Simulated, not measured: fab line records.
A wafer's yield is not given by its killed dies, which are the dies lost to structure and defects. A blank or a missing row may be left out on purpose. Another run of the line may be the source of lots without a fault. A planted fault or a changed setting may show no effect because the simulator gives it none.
Matching of chambers -- flow n5 finfet -- 4 sister chambers for N5_BEOL_M0_SAQP_ETCH_49 on rie diel-03
The step etches SiO2 in CF4/O2, target depth 37 nm. 8 wafers are shown with their chamber, then 10 later ones without.

EACH WAFER AND ITS CHAMBER
wafer,chamber,drypump motor current A (A),rf vpp V (V)
L082.3,2,6.6,247
L082.6,1,5.8,248
L087.3,0,5.2,245
L088.1,2,6.5,246
L088.2,1,5.8,249
L088.3,3,6.4,223
L091.1,3,6.4,225
L091.2,0,5.2,245

WAFERS WITHOUT THEIR CHAMBER
wafer,drypump motor current A (A),rf vpp V (V)
L091.4,6.6,246
L093.1,5.2,245
L093.5,6.4,223
L093.6,5.2,245
L094.2,6.4,223
L094.3,6.6,248
L094.5,6.4,225
L095.1,6.4,224
L095.2,6.6,247
L095.4,5.8,249

WHICH CHAMBER EACH ONE RAN IN
wafer,from the rows above,in truth
L091.4,2,2
L093.1,0,0
L093.5,3,3
L093.6,0,0
L094.2,3,3
L094.3,2,2
L094.5,3,3
L095.1,3,3
L095.2,2,2
L095.4,1,1
10 of 10 placed correctly. Can't be placed from these rows: 0. 0 placed wrongly.
How it was worked out, from the rows above alone: a wafer's distance from a chamber is the root of the sum, over the readings, of the square of ((its reading less the chamber's mean) divided by the reading's scatter). The wafer belongs to the nearest chamber; if the next one is less than 2 further off, it can't be placed. For every chamber, the mean is computed from those of its wafers that are shown. The scatter is the square root of a quotient: the sum, over the shown wafers, of each reading's squared deviation from its chamber's mean, divided by wafers minus chambers.
